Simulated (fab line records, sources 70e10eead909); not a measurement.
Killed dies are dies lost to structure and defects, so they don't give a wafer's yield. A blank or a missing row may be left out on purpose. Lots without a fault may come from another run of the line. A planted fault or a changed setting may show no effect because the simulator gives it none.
Which tool did it? | flow nand_harc | 10 lots, 30 wafers sampled, at 6 steps of a route of 1302

WHAT THE GAUGES READ, wafer by wafer
NHARC_A_M0_CD_MEAS_09: target cd 80 nm. Usual: cd_nm 79.7 nm, standard deviation 0.71.
lot  | measured     | on        | cd_nm (nm)                    | flag
L645 | day 23 03:03 | cd_sem-02 | 80.1 80.6 80.4                |
L651 | day 25 08:07 | cd_sem-01 | 80.0 79.9 80.3                |
L653 | day 26 12:11 | cd_sem-03 | 74.1 74.7 74.1 74.1 74.6 74.1 | OFF
L655 | day 27 21:42 | cd_sem-01 | 75.6 75.6 75.0 75.4 75.2 75.3 | OFF
L657 | day 28 08:17 | cd_sem-01 | 76.3 75.6 76.2 76.3 75.2 76.3 | OFF
L659 | day 29 21:25 | cd_sem-03 | 79.8 79.6 80.0                |
L660 | day 29 23:26 | cd_sem-03 | 78.1 78.8 79.4                |
L658 | day 30 04:14 | cd_sem-02 | 80.5 79.8 80.0                |
L664 | day 31 06:35 | cd_sem-03 | 78.8 79.8 80.3                |
L667 | day 32 06:00 | cd_sem-02 | 79.0 79.6 79.5                |

NHARC_END_SORT_01. Usual: defect_limited_yield 91 %, standard deviation 3.2; killed_at_array 53, standard deviation 21; killed_at_other 0.8, standard deviation 1.1; killed_at_periphery 4.2, standard deviation 2.7; killed_dies 58, standard deviation 22; killed_open 3.4, standard deviation 1.9; killed_short 2.5, standard deviation 1.6; sort_bin_2_pct 3.1 %, standard deviation 1.4; sort_bin_3_pct 0.6 %, standard deviation 0.43; sort_bin_4_pct 4.9 %, standard deviation 1.7; sort_n_pass 619, standard deviation 22; sort_rim_yield_pct 96.9 %, standard deviation 1.8; sort_yield_pct 91 %, standard deviation 3.2.
lot  | measured     | on        | defect_limited_yield (%) | killed_at_array | killed_at_other | killed_at_periphery | killed_dies | killed_open | killed_short | sort_bin_2_pct (%) | sort_bin_3_pct (%) | sort_bin_4_pct (%) | sort_n_pass | sort_rim_yield_pct (%) | sort_yield_pct (%) | flag
L645 | day 24 20:04 | prober-02 | 95 96 96                 | 28 25 25        | 0 0 1           | 3 2 1               | 31 27 27    | 2 4 2       | 3 2 3        | 1.3 1.2 1.0        | 0.1 0.3 0.3        | 3.1 2.5 2.7        | 646 650 650 | 98.1 95.3 95.3         | 95 96 96           |
L651 | day 26 21:08 | prober-02 | 87 88 87                 | 82 83 81        | 1 0 0           | 2 1 6               | 85 84 87    | 6 3 6       | 6 6 8        | 4.6 3.8 4.7        | 0.1 1.3 1.0        | 7.8 7.2 7.1        | 592 593 590 | 98.1 96.2 94.3         | 87 88 87           |
L653 | day 28 11:50 | prober-02 | 88 87 88                 | 71 85 75        | 5 3 0           | 7 1 4               | 83 89 79    | 4 4 4       | 2 2 1        | 4.6 4.0 3.8        | 1.3 1.6 1.0        | 6.4 7.5 6.8        | 594 588 598 | 94.3 97.2 97.2         | 88 87 88           |
L655 | day 30 04:16 | prober-01 | 97 97 97                 | 14 19 20        | 1 0 1           | 4 4 0               | 19 23 21    | 4 2 3       | 0 1 0        | 0.7 1.2 0.7        | 0 0 0.4            | 2.1 2.2 1.9        | 658 654 656 | 98.1 97.2 99.1         | 97 97 97           |
L657 | day 30 22:21 | prober-01 | 91 92 92                 | 55 53 54        | 1 0 0           | 8 3 3               | 64 56 57    | 4 2 3       | 4 1 2        | 3.8 3.7 3.0        | 0.3 0.6 0.9        | 5.3 4.0 4.6        | 613 621 620 | 96.2 97.2 96.2         | 91 92 92           |
L659 | day 31 12:18 | prober-02 | 93 94 93                 | 47 38 46        | 2 1 0           | 0 0 0               | 49 39 46    | 1 2 2       | 1 3 4        | 2.5 3.2 2.2        | 0.7 0.1 0.4        | 4.0 2.4 4.1        | 628 638 631 | 96.2 97.2 96.2         | 93 94 93           |
L660 | day 31 13:07 | prober-01 | 92 89 89                 | 51 71 71        | 0 1 0           | 6 4 2               | 57 76 73    | 4 1 3       | 2 2 3        | 4.0 4.6 4.6        | 0.9 1.5 0.4        | 3.5 5.2 5.8        | 620 601 604 | 97.2 96.2 99.1         | 92 89 89           |
L658 | day 31 20:02 | prober-01 | 95 96 95                 | 30 19 32        | 0 1 0           | 2 4 5               | 32 24 37    | 2 3 2       | 0 0 3        | 1.9 1.3 1.3        | 0 0 0.3            | 2.8 2.2 3.8        | 645 653 640 | 100.0 98.1 99.1        | 95 96 95           |
L664 | day 33 06:38 | prober-01 | 95 94 93                 | 31 37 41        | 1 0 0           | 3 4 7               | 35 41 48    | 3 2 4       | 3 2 1        | 1.6 2.4 1.8        | 0.4 0.4 0.3        | 3.1 3.2 5.0        | 642 636 629 | 96.2 98.1 96.2         | 95 94 93           |
L667 | day 33 21:02 | prober-02 | 87 88 91                 | 82 76 61        | 0 0 0           | 3 3 0               | 85 79 61    | 4 3 3       | 0 3 1        | 5.5 3.8 2.7        | 0.9 0.4 0.7        | 6.2 7.4 5.6        | 592 598 616 | 97.2 98.1 96.2         | 87 88 91           |

WHICH TOOL RAN EACH LOT (tool, then ch and the chambers of the sampled wafers, then the start)
lot  | NHARC_A_BLC_ETCH_17                           | NHARC_A_BLC_CVD_24                       | NHARC_A_M0_EXPOSE_06               | NHARC_A_M0_ETCH_34
L645 | rie_diel-10 ch 0,2,3, day 23 02:55 or earlier | cvd_w-01 ch 1, day 23 02:55 or earlier   | arfi_scanner-02 ch 0, day 23 02:55 | rie_diel-09 ch 2,3, day 23 03:19
L651 | rie_diel-13 ch 0,1, day 25 07:59 or earlier   | cvd_w-02 ch 0, day 25 07:59 or earlier   | arfi_scanner-02 ch 0, day 25 07:59 | rie_diel-09 ch 0,1,2, day 25 08:25
L653 | rie_diel-12 ch 1,3, day 26 12:03 or earlier   | cvd_w-01 ch 0,1, day 26 12:03 or earlier | arfi_scanner-03 ch 0, day 26 12:03 | rie_diel-05 ch 1,2,3, day 26 19:13
L655 | rie_diel-10 ch 0,2, day 27 21:34 or earlier   | cvd_w-01 ch 0,1, day 27 21:34 or earlier | arfi_scanner-03 ch 0, day 27 21:34 | rie_diel-11 ch 0,3, day 28 02:43
L657 | rie_diel-13 ch 1,3, day 28 08:08 or earlier   | cvd_w-01 ch 0, day 28 08:08 or earlier   | arfi_scanner-03 ch 0, day 28 08:08 | rie_diel-11 ch 0,3, day 28 11:28
L659 | rie_diel-10 ch 1,3, day 29 17:14              | cvd_w-02 ch 0,1, day 29 21:17 or earlier | arfi_scanner-02 ch 0, day 29 21:17 | rie_diel-09 ch 0,1,2, day 29 21:41
L660 | rie_diel-10 ch 0,3, day 29 23:17 or earlier   | cvd_w-02 ch 0,1, day 29 23:17 or earlier | arfi_scanner-02 ch 0, day 29 23:17 | rie_diel-05 ch 0,1,2, day 29 23:42
L658 | rie_diel-12 ch 0,1, day 30 04:05 or earlier   | cvd_w-01 ch 0,1, day 30 04:05 or earlier | arfi_scanner-01 ch 0, day 30 04:05 | rie_diel-11 ch 1,3, day 30 04:31
L664 | rie_diel-10 ch 2,3, day 31 06:27 or earlier   | cvd_w-02 ch 0,1, day 31 06:27 or earlier | arfi_scanner-02 ch 0, day 31 06:27 | rie_diel-09 ch 0,2, day 31 06:52
L667 | rie_diel-13 ch 1,2,3, day 32 05:52 or earlier | cvd_w-01 ch 0,1, day 32 05:52 or earlier | arfi_scanner-01 ch 0, day 32 05:52 | rie_diel-05 ch 0,2,3, day 32 06:16
- NHARC_A_BLC_ETCH_17: etches the open film in N2/H2, target depth 390 nm, time 609.38 s.
- NHARC_A_BLC_CVD_24: deposits W, target thk 150 nm, time 434 s.
- NHARC_A_M0_EXPOSE_06: exposes mask A M0, target cd 80 nm.
- NHARC_A_M0_ETCH_34: etches the open film in N2/H2, target depth 40 nm, overetch 12 nm, time 43.94 s.

WHAT THE TOOLS THEMSELVES READ (means of the sampled wafers that have a number; where no wafer has one, the mark that the record gives instead)
NHARC_A_BLC_ETCH_17. Usual: drypump_motor_current_A 5.9 A, standard deviation 0.41; oes_product_au 0.999 a.u., standard deviation 0.0084; rf_fwd_power_W 399.5 W, standard deviation 1.1; rf_vpp_V 430.8 V, standard deviation 2.1; showerhead_plenum_p_Torr 2.05 Torr, standard deviation 0.075; throttle_valve_pct 14.172 %, standard deviation 0.0096.
lot  | tool        | drypump_motor_current_A (A) | oes_product_au (a.u.) | rf_fwd_power_W (W) | rf_vpp_V (V) | showerhead_plenum_p_Torr (Torr) | throttle_valve_pct (%) | flag
L645 | rie_diel-10 | 6.0                         | 0.997                 | 399.6              | 429.7        | 2.01                            | 14.173                 |
L651 | rie_diel-13 | 5.6                         | 0.996                 | 400.8              | 432.6        | 2.10                            | 14.181                 |
L653 | rie_diel-12 | 5.7                         | 0.999                 | 399.6              | 431.7        | 2.09                            | 14.175                 |
L655 | rie_diel-10 | 6.0                         | 1.008                 | 399.5              | 428.2        | 1.97                            | 14.176                 |
L657 | rie_diel-13 | 5.5                         | 0.995                 | 398.6              | 433.2        | 2.14                            | 14.173                 |
L659 | rie_diel-10 | 5.7                         | 0.987                 | 399.9              | 431.2        | 2.08                            | 14.175                 |
L660 | rie_diel-10 | 6.1                         | 1.002                 | 399.4              | 431.4        | 2.05                            | 14.167                 |
L658 | rie_diel-12 | 5.9                         | 0.998                 | 400.0              | 433.9        | 2.15                            | 14.169                 |
L664 | rie_diel-10 | 6.2                         | 1.004                 | 400.4              | 430.6        | 2.05                            | 14.172                 |
L667 | rie_diel-13 | 5.6                         | 0.995                 | 400.3              | 430.6        | 2.07                            | 14.170                 |

NHARC_A_BLC_CVD_24. Usual: heater_power_w 465 W, standard deviation 51; throttle_valve_pct 7.85 %, standard deviation 0.29.
lot  | tool     | heater_power_w (W) | throttle_valve_pct (%) | flag
L645 | cvd_w-01 | 526                | 7.81                   |
L651 | cvd_w-02 | 482                | 8.10                   |
L653 | cvd_w-01 | 428                | 7.69                   |
L655 | cvd_w-01 | 475                | 7.37                   |
L657 | cvd_w-01 | 385                | 7.60                   |
L659 | cvd_w-02 | 478                | 8.17                   |
L660 | cvd_w-02 | 477                | 8.26                   |
L658 | cvd_w-01 | 480                | 7.72                   |
L664 | cvd_w-02 | 476                | 8.14                   |
L667 | cvd_w-01 | 488                | 7.57                   |

NHARC_A_M0_EXPOSE_06. Usual: exposure_dose_mJ_cm2 83.25, standard deviation 0.083; stage_vel_mm_s 499.95 mm/s, standard deviation 0.26.
lot  | tool            | exposure_dose_mJ_cm2 | stage_vel_mm_s (mm/s) | flag
L645 | arfi_scanner-02 | 83.27                | 500.08                |
L651 | arfi_scanner-02 | 83.30                | 499.71                |
L653 | arfi_scanner-03 | 76.73                | 499.59                | OFF
L655 | arfi_scanner-03 | 78.03                | 500.30                | OFF
L657 | arfi_scanner-03 | 79.04                | 500.03                | OFF
L659 | arfi_scanner-02 | 83.27                | 499.92                |
L660 | arfi_scanner-02 | 83.27                | 499.95                |
L658 | arfi_scanner-01 | 83.28                | 499.95                |
L664 | arfi_scanner-02 | 83.23                | 499.80                |
L667 | arfi_scanner-01 | 83.30                | 499.55                |

NHARC_A_M0_ETCH_34. Usual: drypump_motor_current_A 5.7 A, standard deviation 0.49; oes_product_au 1.000 a.u., standard deviation 0.01; rf_fwd_power_W 394.1 W, standard deviation 2.1; rf_vpp_V 430.5 V, standard deviation 2.1; showerhead_plenum_p_Torr 2.04 Torr, standard deviation 0.071; throttle_valve_pct 14.171 %, standard deviation 0.01.
lot  | tool        | drypump_motor_current_A (A) | oes_product_au (a.u.) | rf_fwd_power_W (W) | rf_vpp_V (V) | showerhead_plenum_p_Torr (Torr) | throttle_valve_pct (%) | flag
L645 | rie_diel-09 | 5.9                         | 1.013                 | 394.2              | 430.4        | 2.04                            | 14.171                 |
L651 | rie_diel-09 | 5.8                         | 1.001                 | 393.1              | 431.4        | 2.08                            | 14.166                 |
L653 | rie_diel-05 | 5.8                         | 1.009                 | 396.0              | 429.1        | 1.97                            | 14.183                 |
L655 | rie_diel-11 | 5.3                         | 0.991                 | 394.9              | 430.1        | 2.02                            | 14.175                 |
L657 | rie_diel-11 | 5.2                         | 0.997                 | 394.5              | 429.8        | 2.02                            | 14.177                 |
L659 | rie_diel-09 | 5.8                         | 0.990                 | 393.5              | 431.5        | 2.07                            | 14.175                 |
L660 | rie_diel-05 | 5.6                         | 0.997                 | 395.3              | 428.7        | 1.98                            | 14.166                 |
L658 | rie_diel-11 | 5.2                         | 0.993                 | 395.4              | 431.0        | 2.03                            | 14.165                 |
L664 | rie_diel-09 | 6.0                         | 1.002                 | 395.2              | 432.0        | 2.10                            | 14.171                 |
L667 | rie_diel-05 | 5.3                         | 1.006                 | 394.8              | 430.2        | 2.02                            | 14.167                 |

THE ANSWER, worked out from the rows above alone
Rule: a lot is off if the mean of its wafers that have a number lies more than 3 standard deviations from the usual mean. A lot without any number at a reading at which 4 lots or more have one is off too. The other lots that the step has rows for count as sound. The gauges are gone through in route order, then the tools' own readings, and for those a lot's mean is taken as printed above. The first step at which some lot is off is used, and at that step the reading that is off furthest; a lot without a number counts as furthest.
Off: L653, L655, L657, at NHARC_A_M0_CD_MEAS_09 (cd_nm).
A tool fits if, at a process step before that reading, it ran every lot that is off, and no sound lot after the first of them. The gauges at NHARC_A_M0_CD_MEAS_09 aren't tried: what is off there is off at NHARC_A_M0_EXPOSE_06 too, on other tools, and a gauge's error can't cause that. NHARC_A_BLC_ETCH_17 gives no start for some lots, so the hours and the order of its lots are those of NHARC_A_M0_EXPOSE_06. NHARC_A_BLC_CVD_24 gives no start for some lots, so the hours and the order of its lots are those of NHARC_A_M0_EXPOSE_06. One fits: arfi_scanner-03 at NHARC_A_M0_EXPOSE_06. It ran no sound lot before its first lot that is off in this sample, so the start can't be narrowed down.
The tool's own readings at NHARC_A_M0_EXPOSE_06 bear it out: on the lots that are off they differ by more than 5 times the standard deviation of the sound lots' means. exposure_dose_mJ_cm2 reads 77.93 there against 83.27 on the sound lots.

WHAT THE SIMULATOR HAD PUT IN
Process parameter drift: arfi_scanner-03, from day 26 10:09 on, at NHARC_A_M0_EXPOSE_06. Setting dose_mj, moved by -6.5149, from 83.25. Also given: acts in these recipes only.
Lots struck among those shown: L653, L655, L657. The rule above found the same.
